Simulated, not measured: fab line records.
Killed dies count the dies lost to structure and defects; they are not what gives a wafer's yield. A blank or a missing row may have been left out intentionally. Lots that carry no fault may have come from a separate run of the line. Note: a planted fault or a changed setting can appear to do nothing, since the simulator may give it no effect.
fab line records    flow n5_finfet
[record] lots = 5  wafers = 15  last_day = 16
route steps=1938 shown DUMMY_GATE@251 SPACER0@258 SD_EPI_N@262 BEOL_M4@1111 PASSIVATION@1936
lots that met no fault: from a run of the same line without faults
start_h: hours from the record's first day to the start of the lot's first wafer shown    wait_h: how many hours have passed since the lot's step before this one    " as in the row above    L1.1+2: several wafers, shown together as one row    - no value, or no start given    * or withheld: withheld    < > ~ a bound
route shown NAME@n: NAME is a module with steps in the file, n the number in the route of the first one    usual: mean/standard deviation taken from wafers without a fault    same: alike in all rows    chamber/n: place in a boat    sites: readings site by site    _std_site: standard deviation across them    _edge_site: outer sites' mean less inner sites'    radius_mm: for every site, how far away it sits from the centre of the wafer    mask NAME#n: copy n    behind: tool/chamber where the wafer was last shaped    hold: reason for holding the lot/hours on hold/outcome of the hold    device: transistor that didn't switch, given as n, p or np    end of line: at the end of the route, the tests of the same wafers    a step given without rows: its recipe and nothing more    killed: dies lost to structure and defects at the first sort, not the wafer's yield    map: per-die view of a wafer (x killed, . not killed, _ where there is no die)
set.NAME: the run value of the setting; set.NAME@STEP: its run value at that earlier step    model.NAME: the simulator's own value behind a step, which no gauge read
lots at selected steps of the route; one table per step, one row per wafer
services: the hour from which a tool's chamber was out of use, counted from the record's first day as start_h (under 0 if before that day), plus the number of hours and why
[[steps]]
[step N5_DUMMY_GATE_STRIP_48]
[recipe] chemistry = N2/H2  time_s = 20  power_w = 100  temp_c = 40  pressure_mtorr = 100  rf_frequency_hz = 6e+07  bias_power_w = 3  n2_flow_sccm = 300  h2_flow_sccm = 300
[step N5_DUMMY_GATE_PRECLEAN_33]
[recipe] chemistry = dHF  time_s = 10  dilution = 750:1  temp_c = 25
[step N5_DUMMY_GATE_PRECLEAN_25]
[recipe] chemistry = O3/DIW  time_s = 45  temp_c = 22  o3_ppm = 10
[step N5_DUMMY_GATE_PRECLEAN_51]
[recipe] chemistry = SC2  time_s = 45  temp_c = 35  mix = 1:1:50
[step N5_DUMMY_GATE_SRD_26]
[recipe] dry = ipa_marangoni  time_s = 30  temp_c = 23  rinse_liquid = diw
[step N5_DUMMY_GATE_UV_OZONE_45]
[recipe] time_s = 120  pressure_torr = 760  temp_c = 25
[step N5_SPACER0_ALD_07]
[recipe] material = SiNx  target_thk_a = 20  temp_c = 400  ald_precursor_family = SiH2I2  ald_co_reactant = N2/H2-plasma  pressure_torr = 2
[step N5_SPACER0_ALD_00]
[recipe] material = SiOCN  target_thk_a = 35  temp_c = 400  ald_precursor_family = alkyl-aminosilane  ald_co_reactant = O2/N2-plasma  pulse_time_s = 3  purge_time_s = 2  co_reactant_purge_time_s = 2  ald_cycles = 58  pressure_torr = 2
[step N5_SPACER0_ALD_08]
[recipe] material = SiNx  target_thk_a = 20  temp_c = 400  ald_precursor_family = SiH2I2  ald_co_reactant = N2/H2-plasma  pressure_torr = 2
[step N5_SD_EPI_N_COAT_32]
[recipe] resist = SOC  temp_c = 250  time_s = 60  spin_rpm = 1500  resist_thk_nm = 350
[step N5_SD_EPI_N_COAT_33]
[recipe] resist = SiARC  temp_c = 220  time_s = 60  spin_rpm = 1500  resist_thk_nm = 35
[usual] spin_speed_rpm = 1500.0/0.96
lot.wafer  tool            chamber  start_h  wait_h  spin_speed_rpm  model.SiARC_of_SD_EPI_N_COAT_33.thk_nm
L151.1     litho_track-04  0        61.80    -       1499.1          34.8
L151.3     "               0        "        "       1500.3          34.8
L151.4     "               0        "        "       1500.2          34.8
L163.2     litho_track-01  0        131.69   -       1501.5          35
L163.5     "               0        "        "       1499.3          35.2
L163.6     "               0        "        "       1498.1          35
L164.1     litho_track-01  0        140.08   -       1308.1          37.6
L164.3     "               0        "        "       1306.8          37.6
L164.6     "               0        "        "       1306.6          37.6
L168.1     litho_track-01  0        164.13   -       1307.7          37.6
L168.3     "               0        "        "       1306.5          37.6
L168.5     "               0        "        "       1306.6          37.6
L167.4     litho_track-01  0        168.08   -       1307.4          37.6
L167.5     "               0        "        "       1306.0          37.6
L167.6     "               0        "        "       1306.6          37.6
[step N5_SD_EPI_N_COAT_03]
[recipe] resist = CAR-ArF-block  spin_rpm = 1500  resist_thk_nm = 150
[step N5_SD_EPI_N_EBR_05]
[recipe] solvent = PGMEA  ebr_width_mm = 1.5
[step N5_SD_EPI_N_SOFTBAKE_04]
[recipe] temp_c = 110  time_s = 60  resist = CAR-ArF-block
[step N5_SD_EPI_N_EXPOSE_06]
[recipe] mask_id = SD_N_BLK  na = 1.35  source_shape = conventional  sigma_outer = 0.8  polarization = unpolarized  target_cd_nm = 120  dose_mj = 39.75
[step N5_SD_EPI_N_PEB_07]
[recipe] peb_temp_c = 110  peb_time_s = 60  resist = CAR-ArF-block
[step N5_SD_EPI_N_DEVELOP_08]
[recipe] develop_time_s = 30  developer = TMAH  resist = CAR-ArF-block  dev_temp_c = 23  rinse_liquid = diw  dry = air_spin
[step N5_SD_EPI_N_DESCUM_14]
[recipe] chemistry = O2  time_s = 7.9  source_power_w = 50  bias_power_w = 20  pressure_mtorr = 20  rf_frequency_hz = 2.712e+07  temp_c = 40  resist = CAR-ArF-block  o2_flow_sccm = 225
[step N5_SD_EPI_N_ETCH_34]
[recipe] chemistry = CF4  target = SiARC  target_depth_a = 455  mask_material = CAR-ArF-block  time_s = 75.8  ion_energy_ev = 80  pressure_mtorr = 40  source_w = 545  bias_w = 36  Ar_flow_sccm = 100  cf4_flow_sccm = 100  ends = cleared
[usual] drypump_motor_current_A = 5.8/0.44  etch_rf_on_time_s = 75.6/1.2  oes_product_au = 0.67/0.083  rf_vpp_V = 184.3/1.1  showerhead_plenum_p_Torr = 2.15/0.06  throttle_valve_pct = 15.54/0.19
lot.wafer  tool         chamber  start_h  wait_h  drypump_motor_current_A  etch_rf_on_time_s  oes_product_au  rf_hours_counter_h  rf_vpp_V  showerhead_plenum_p_Torr  throttle_valve_pct  model.etch.depth_nm  model.CAR-ArF-block_of_SD_EPI_N_COAT_03.thk_nm
L151.1     rie_diel-02  0        62.37    0.0     5.8                      76.0               0.65            149                 182.4     2.05                      15.52               34.8                 111.2
L151.3     "            3        "        "       5.7                      76.5               0.60            236                 186.4     2.20                      15.62               34.87                111.4
L151.4     "            2        "        "       6.2                      74.8               0.74            39                  186.2     2.25                      15.26               34.82                111.4
L163.2     rie_diel-04  0        132.05   0.0     5.2                      76.1               0.58            246                 182.7     2.12                      15.53               35.04                111
L163.5     "            0        "        "       5.2                      76.3               0.57            -                   182.3     2.12                      15.54               35.12                110.8
L163.6     "            3        "        "       6.5                      76.1               0.63            -                   186.3     2.21                      15.61               35.04                111.2
L164.1     rie_diel-04  3        140.44   0.0     6.5                      81.1               0.63            184                 185.5     2.21                      15.64               37.67                109.4
L164.3     "            0        "        "       5.2                      81.8               0.58            249                 184.3     2.12                      15.53               37.65                109.2
L164.6     "            2        "        "       5.8                      79.8               0.61            -                   184.6     2.11                      15.78               37.54                109.8
L168.1     rie_diel-04  1        164.49   0.0     5.4                      79.7               0.77            31                  183.6     2.17                      15.34               37.69                108.2
L168.3     "            2        "        "       5.8                      79.2               0.60            237                 184.1     2.11                      15.81               37.63                108.2
L168.5     "            1        "        "       5.4                      79.1               0.77            -                   184.8     2.17                      15.34               37.54                108.4
L167.4     rie_diel-02  0        168.75   0.0     5.8                      81.5               0.62            186                 183.1     2.04                      15.59               37.52                108.4
L167.5     "            3        "        "       5.7                      81.0               0.78            -                   184.8     2.19                      15.19               37.61                108
L167.6     "            0        "        "       5.8                      82.1               0.62            -                   183.0     2.04                      15.59               37.52                108.4
[step N5_SD_EPI_N_ETCH_35]
[recipe] chemistry = N2/H2  target = SOC  overetch_a = 1080  mask_material = SiARC  temp_c = 40  ion_energy_ev = 100  source_w = 3000  bias_w = 133  pressure_mtorr = 20  time_s = 486  n2_flow_sccm = 200  h2_flow_sccm = 200
[step N5_SD_EPI_N_STRIP_36]
[recipe] chemistry = N2/H2  temp_c = 40  n2_flow_sccm = 200  h2_flow_sccm = 200  rf_frequency_hz = 6e+07
[step N5_SD_EPI_N_ETCHBACK_44]
[recipe] chemistry = CH3F/O2  mode = anisotropic_etchback  target = SiNx  target_depth_a = 145  stop_on = SiO2  over_etch_frac = 0.3  ion_energy_ev = 120  pressure_mtorr = 30  source_w = 395  bias_w = 73  Ar_flow_sccm = 150  CH3F_flow_sccm = 30  O2_flow_sccm = 20
[step N5_SD_EPI_N_ETCH_45]
[recipe] chemistry = CH3F/O2  target = SiOCN  target_depth_a = 60  mask_material = SOC  ion_energy_ev = 60  bias_w = 29  pressure_mtorr = 15  source_w = 410  Ar_flow_sccm = 150  CH3F_flow_sccm = 30  O2_flow_sccm = 20
[step N5_SD_EPI_N_ETCH_16]
[recipe] chemistry = CHF3/O2  target = SiO2  target_depth_a = 50  mask_material = SOC  pressure_mtorr = 30  source_w = 650  bias_w = 170  Ar_flow_sccm = 200  CHF3_flow_sccm = 50  O2_flow_sccm = 5  ion_energy_ev = 200
[usual] drypump_motor_current_A = 5.8/0.44  oes_product_au = 0.79/0.097  rf_vpp_V = 529/10  showerhead_plenum_p_Torr = 2.42/0.067  throttle_valve_pct = 18.79/0.18
lot.wafer  tool         chamber  start_h  wait_h  drypump_motor_current_A  oes_product_au  rf_hours_counter_h  rf_vpp_V  showerhead_plenum_p_Torr  throttle_valve_pct  model.SiARC_of_SD_EPI_N_COAT_33.thk_nm
L151.1     rie_diel-02  0        62.95    0.1     5.8                      0.76            149                 541       2.31                      18.79               12.2
L151.3     "            3        "        "       5.7                      0.70            236                 543       2.47                      18.87               12.4
L151.4     "            2        "        "       6.2                      0.86            39                  508       2.53                      18.55               12.6
L163.2     rie_diel-04  0        132.63   0.1     5.2                      0.68            246                 543       2.37                      18.67               12.2
L163.5     "            0        "        "       5.2                      0.68            -                   543       2.37                      18.69               12.2
L163.6     "            3        "        "       6.5                      0.73            -                   526       2.47                      18.81               12.4
L164.1     rie_diel-04  3        141.02   0.1     6.5                      0.72            184                 527       2.47                      18.82               15
L164.3     "            0        "        "       5.2                      0.67            249                 543       2.37                      18.68               15
L164.6     "            2        "        "       5.8                      0.71            -                   526       2.38                      19.03               14.4
L168.1     rie_diel-04  1        165.07   0.1     5.4                      0.91            32                  531       2.45                      18.66               14.6
L168.3     "            2        "        "       5.7                      0.70            238                 526       2.37                      19.05               14.6
L168.5     "            1        "        "       5.4                      0.91            -                   532       2.45                      18.68               14.4
L167.4     rie_diel-02  0        169.33   0.1     5.8                      0.72            187                 541       2.30                      18.84               15
L167.5     "            3        "        "       5.7                      0.91            -                   543       2.46                      18.50               14.6
L167.6     "            0        "        "       5.8                      0.73            -                   541       2.30                      18.87               15.2
[step N5_SD_EPI_N_STRIP_47]
[recipe] chemistry = CHF3/O2  resist = SiARC  rf_frequency_hz = 6e+07
[step N5_BEOL_M4_RC_MEAS_101]
[usual] DIBL_N = 36.2/1.6  DIBL_P = 36.5/1.9  IOFF_N = 0.158/0.027  IOFF_P = 0.21/0.038  ION_N = 675/12  ION_P = 464/8.9  SS_N = 71.5/0.61  SS_P = 73.4/0.59  VT_N = 250.4/3  VT_P = -250/3.6
lot.wafer  tool       chamber  start_h  wait_h  DIBL_N[mV/V]  DIBL_P[mV/V]  IOFF_N[nA/um]  IOFF_P[nA/um]  ION_N[uA/um]  ION_P[uA/um]  SS_N[mV/dec]  SS_P[mV/dec]  VT_N[mV]  VT_P[mV]
L151.1     prober-01  0        170.19   0.0     34.6          34.5          0.125          0.17           661           456           70.9          73.1          255.4     -257
L151.3     "          0        "        "       33.8          33.2          0.115          0.16           659           455           71.0          73.3          254.6     -254
L151.4     "          0        "        "       35.7          35.9          0.150          0.20           672           460           71.4          73.8          250.0     -252
L163.2     prober-01  0        255.40   0.2     38.5          39.4          0.208          0.28           680           473           72.2          74.3          245.6     -246
L163.5     "          0        "        "       38.5          40.3          0.212          0.31           684           476           72.4          73.7          245.3     -244
L163.6     "          0        "        "       38.3          40.2          0.207          0.32           690           483           71.5          74.5          246.2     -244
L164.1     prober-02  0        275.09   0.0     36.0          36.8          0.154          0.21           678           461           71.9          73.5          251.5     -251
L164.3     "          0        "        "       32.6          33.1          0.108          0.15           663           454           71.3          73.0          252.2     -255
L164.6     "          0        "        "       35.5          35.9          0.148          0.19           669           459           72.0          73.0          248.8     -251
L168.1     prober-01  0        276.71   0.0     34.3          37.1          0.136          0.19           670           464           72.5          73.1          254.0     -254
L168.3     "          0        "        "       34.1          36.9          0.137          0.19           671           462           71.9          73.8          251.3     -252
L168.5     "          0        "        "       36.8          39.9          0.192          0.25           683           470           72.1          73.9          249.9     -249
L167.4     prober-01  0        281.71   0.5     37.5          38.3          0.174          0.26           692           475           71.1          74.4          245.8     -245
L167.5     "          0        "        "       37.9          38.2          0.169          0.25           690           481           71.9          73.6          249.3     -247
L167.6     "          0        "        "       35.0          35.0          0.132          0.20           672           461           71.0          72.5          254.3     -248
[step N5_PASSIVATION_PROBE_49]
[usual] defect_limited_yield = 91.3/1.7  killed_at_M0_to_M3 = 33/11  killed_at_M4_up = 14/5.5  killed_at_contacts = 13/6.5  killed_at_front_end = 39/13  killed_at_other = 3.4/2.9  killed_dies = 103/20  killed_open = 69/15  killed_short = 32/8.1  sort_bin_5_function = 5.1/1.1  sort_bin_6_memory = 3.3/0.74  sort_n_pass = 1077/20  sort_yield_pct = 91.3/1.7
[same] gross_dies = 1180  killed_at_back_side = 0  sort_bin_4_leakage[%] = 0  sort_bin_8_speed[%] = 0
lot.wafer  tool       chamber  start_h  wait_h  defect_limited_yield[%]  killed_at_M0_to_M3  killed_at_M4_up  killed_at_contacts  killed_at_front_end  killed_at_other  killed_dies  killed_open  killed_short  sort_bin_5_function[%]  sort_bin_6_memory[%]  sort_n_pass  sort_yield_pct[%]
L151.1     prober-02  -        282.07   0.0     92.7                     30                  15               10                  30                   1                86           55           31            4.4                     2.5                   1094         92.7
L151.3     prober-02  -        282.17   0.1     91.7                     36                  7                18                  36                   1                98           60           35            4.4                     3.4                   1082         91.7
L151.4     prober-02  -        282.22   0.2     94.2                     13                  7                18                  29                   1                68           52           16            3.1                     2.5                   1112         94.2
// killed by level:class
L151.1 BEOL_M2:geometric_particle:open=9 FIN_SAQP:geometric_particle:short=7 MOL_CONTACT_COAG:geometric_particle:open=7 BEOL_M0_SAQP:geometric_particle:open=7 STI_FIN_REVEAL:geometric_particle:open=5 BEOL_M0_SAQP:geometric_particle:short=5 FIN_SAQP:geometric_particle:open=4 BEOL_M4:geometric_particle:open=4
L151.3 MOL_CONTACT_COAG:geometric_particle:open=12 BEOL_M0_SAQP:geometric_particle:open=11 FIN_SAQP:geometric_particle:short=8 STI_FIN_REVEAL:geometric_particle:open=7 BEOL_M0_SAQP:geometric_particle:short=7 BEOL_M2:geometric_particle:open=7 MOL_CONTACT_COAG:geometric_particle:short=6 STARTING-WAFER:geometric_particle:short=6
L151.4 MOL_CONTACT_COAG:geometric_particle:open=15 STI_FIN_REVEAL:geometric_particle:open=11 FIN_SAQP:geometric_particle:open=3 GATE_CUT:geometric_particle:short=3 MOL_CONTACT_COAG:geometric_particle:short=3 BEOL_M0_SAQP:geometric_particle:open=3 BEOL_M2:geometric_particle:short=3 BEOL_M2:geometric_particle:open=3
[[services]]
tool         chamber  start_h  hours  kind
rie_diel-04  1        53.22    -      clean
rie_diel-04  1        53.22    -      consumable_replace:focus_ring
rie_diel-04  1        53.22    22.4   scheduled_down
rie_diel-04  1        53.22    22.4   vent_cycle
rie_diel-02  3        63.35    3.5    repair
rie_diel-02  -        93.56    0.3    repair
rie_diel-02  3        113.81   -      clean
rie_diel-02  3        113.81   -      consumable_replace:focus_ring
rie_diel-04  0        163.15   -      clean
rie_diel-04  0        163.15   -      consumable_replace:focus_ring
rie_diel-04  0        163.15   21.2   scheduled_down
rie_diel-04  0        163.15   21.2   vent_cycle
rie_diel-04  2        165.46   6.9    repair
[[key]]
[first_sign] step = N5_SD_EPI_N_COAT_33  reading = spin_speed_rpm  direction = down  sigmas = 99+  usual = *  struck = *
[effect] step = N5_SD_EPI_N_ETCH_34  reading = etch_rf_on_time_s  direction = up  sigmas = 4.3  usual = *  struck = *
[model_effect] step = N5_SD_EPI_N_COAT_33  value = SiARC_of_SD_EPI_N_COAT_33.thk_nm  without = 35.11  struck = 37.6
[model_effect] step = N5_SD_EPI_N_ETCH_34  value = etch.depth_nm  without = 35.1  struck = 37.6
[model_effect] step = N5_SD_EPI_N_ETCH_16  value = SiARC_of_SD_EPI_N_COAT_33.thk_nm  without = 12.27  struck = 14.76
met_at N5_SD_EPI_N_COAT_33
struck_wafers L164.1,L164.3,L164.6,L167.4,L167.5,L167.6,L168.1,L168.3,L168.5
onset_between 131.69 140.08
[fault] kind = process_parameter_drift  tool = litho_track-01  chamber = -  onset_h = 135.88  steps = N5_SD_EPI_N_COAT_33  channel = spin_rpm  offset = *  shape = step  end_h = 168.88  acts_in = *  stated = *
